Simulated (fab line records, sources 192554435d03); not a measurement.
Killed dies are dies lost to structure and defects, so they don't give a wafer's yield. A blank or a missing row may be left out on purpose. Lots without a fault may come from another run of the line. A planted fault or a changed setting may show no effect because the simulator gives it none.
Split-lot experiment | flow n5_finfet | 7 lots, 39 wafers read, on a route of 1938 steps

THE SPLIT
At N5_BEOL_M5_ETCH_62 (etches SOC in N2/H2, target depth 75 nm, overetch 15 nm, time 112.5 s), the setting target_depth_a was moved away from the recipe's 750 angstrom on 15 of the 39 wafers read, by -41.8% to +31.0%. The other wafers ran this setting at the recipe's value.

The reading is taken at the split's own step.

THE READING
BEOL_M5.cd_nm (the simulator's own value, which no gauge read), in nm, at N5_BEOL_M5_ETCH_62 (etches SOC in N2/H2, target depth 75 nm, overetch 15 nm, time 112.5 s). The file gives no usual value for it. The 24 wafers here that ran the recipe average 28.0 nm, standard deviation 0.22 nm.

wafer  | tool, chamber at the split | target_depth_a as run, angstrom | against the recipe | BEOL_M5.cd_nm, nm | against lot-mates on the recipe
L075.1 | rie_diel-01, 0             | 750                             | recipe             | 27.6              | -
L075.3 | rie_diel-01, 3             | 750                             | recipe             | 27.6              | -
L075.6 | rie_diel-01, 2             | 750                             | recipe             | 28                | -
L077.1 | rie_diel-05, 1,0           | 436.2                           | -41.8%             | 27.2              | -0.7
L077.6 | rie_diel-05, 1,0           | 436.2                           | -41.8%             | 27.2              | -0.7
L077.2 | rie_diel-05, 0             | 750                             | recipe             | 28                | -
L077.3 | rie_diel-05, 2             | 436.2                           | -41.8%             | 27.2              | -0.7
L077.4 | rie_diel-05, 3             | 750                             | recipe             | 28                | -
L077.5 | rie_diel-05, 3             | 750                             | recipe             | 27.8              | -
L074.1 | rie_diel-06, 3             | 750                             | recipe             | 28.2              | -
L074.2 | rie_diel-06, 1             | 750                             | recipe             | 28.4              | -
L074.3 | rie_diel-06, 2             | 593.2                           | -20.9%             | 27.8              | -0.5
L074.4 | rie_diel-06, 0             | 593.2                           | -20.9%             | 28                | -0.3
L074.5 | rie_diel-06, 2             | 750                             | recipe             | 28.2              | -
L074.6 | rie_diel-06, 1             | 593.2                           | -20.9%             | 28                | -0.3
L084.1 | rie_diel-06, 3,1           | 750                             | recipe             | 28.2              | -
L084.4 | rie_diel-06, 3,1           | 750                             | recipe             | 28.2              | -
L084.2 | rie_diel-06, 2             | 750                             | recipe             | 27.8              | -
L084.3 | rie_diel-06, 0             | 750                             | recipe             | 28                | -
L084.5 | rie_diel-06, 3             | 750                             | recipe             | 27.8              | -
L084.6 | rie_diel-06, 0             | 750                             | recipe             | 28.2              | -
L087.1 | rie_diel-06, 2             | 750                             | recipe             | 28                | -
L087.2 | rie_diel-06, 1             | 982.4                           | +31.0%             | 28.8              | +0.7
L087.3 | rie_diel-06, 3             | 982.4                           | +31.0%             | 28.6              | +0.5
L087.4 | rie_diel-06, 0             | 982.4                           | +31.0%             | 28.8              | +0.7
L087.5 | rie_diel-06, 0             | 750                             | recipe             | 28.2              | -
L087.6 | rie_diel-06, 3             | 750                             | recipe             | 28                | -
L090.1 | rie_diel-06, 3             | 487.9                           | -34.9%             | 27.6              | -0.7
L090.2 | rie_diel-06, 2             | 750                             | recipe             | 28.2              | -
L090.3 | rie_diel-06, 0             | 750                             | recipe             | 28.2              | -
L090.4 | rie_diel-06, 3             | 487.9                           | -34.9%             | 27.4              | -0.9
L090.5 | rie_diel-06, 2             | 487.9                           | -34.9%             | 27.6              | -0.7
L090.6 | rie_diel-06, 0             | 750                             | recipe             | 28.4              | -
L094.1 | rie_diel-01, 0             | 633                             | -15.6%             | 28                | +0.1
L094.2 | rie_diel-01, 2             | 750                             | recipe             | 28                | -
L094.3 | rie_diel-01, 1             | 633                             | -15.6%             | 27.6              | -0.3
L094.4 | rie_diel-01, 3             | 633                             | -15.6%             | 27.8              | -0.1
L094.5 | rie_diel-01, 0             | 750                             | recipe             | 27.8              | -
L094.6 | rie_diel-01, 1             | 750                             | recipe             | 27.8              | -
Where a row lists several chambers, the file gives one row for several wafers and doesn't say which wafer went through which chamber.

THE FIT
A straight line over all 39 wafers: BEOL_M5.cd_nm changes by +0.0179 nm for each +1% of target_depth_a; r = +0.84; the points scatter about the line by 0.21 nm.
The same after taking each lot's own level away (the mean of its wafers on the recipe; 39 wafers): +0.0189 nm for each +1%; r = +0.92; scatter 0.14 nm.
On that fit, the largest move of target_depth_a shifts the reading by 0.79 nm.
The lots' own levels span 27.73 to 28.27 nm, that is 2.4 times the standard deviation above.
So the lot-to-lot level changes the slope little: the two slopes agree.
Check: with one of the wafers moved furthest among these (-41.8%) left out of the fit, the line predicts -0.768 nm for it against its lot-mates. It came out at -0.733 nm against them.

OTHER SPLITS ON THESE WAFERS
These wafers also went through other splits before the reading. Each is held against what the fit with the lots' levels taken away leaves over:
other split on the same wafers                    | wafers away from the commonest value | r with BEOL_M5.cd_nm (lot level and that fit taken away)
N5_PMOS_HMC_CHANNEL_EPI_DEVELOP_08 develop_time_s | 12                                   | +0.20
N5_HKMG_FIN_HK_ALD_01 ald_cycles                  | 12                                   | +0.06
N5_BEOL_M0_SAQP_SPACER2_ALD_26 target_thk_a       | 15                                   | -0.13

THE WHOLE CHAIN: every reading that the file lists as answering this split, in the file's order
step                  | what it does                                                          | reading                                                                          | change (the file's fit)                                                              | r (the file's)
N5_BEOL_M5_ETCH_62    | etches SOC in N2/H2, target depth 75 nm, overetch 15 nm, time 112.5 s | SiARC_of_BEOL_M5_COAT_60.thk_nm (the simulator's own value, which no gauge read) | -0.0429 nm for each +1% of the setting                                               | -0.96
N5_BEOL_M5_ETCH_62    | etches SOC in N2/H2, target depth 75 nm, overetch 15 nm, time 112.5 s | BEOL_M5.cd_nm (the simulator's own value, which no gauge read)                   | +0.0184 nm for each +1% of the setting                                               | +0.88
N5_BEOL_M5_HM_OPEN_17 | chemistry Cl2/BCl3, target TiN, target depth 20 nm, overetch 6 nm     | etch.depth_nm (the simulator's own value, which no gauge read)                   | not straight: 19.72 at the lowest setting, 19.75 at the recipe, 16.96 at the highest | not given

THE FILE'S OWN FIT
BEOL_M5.cd_nm changes by +0.0184 nm for each +1% of target_depth_a, r = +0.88.
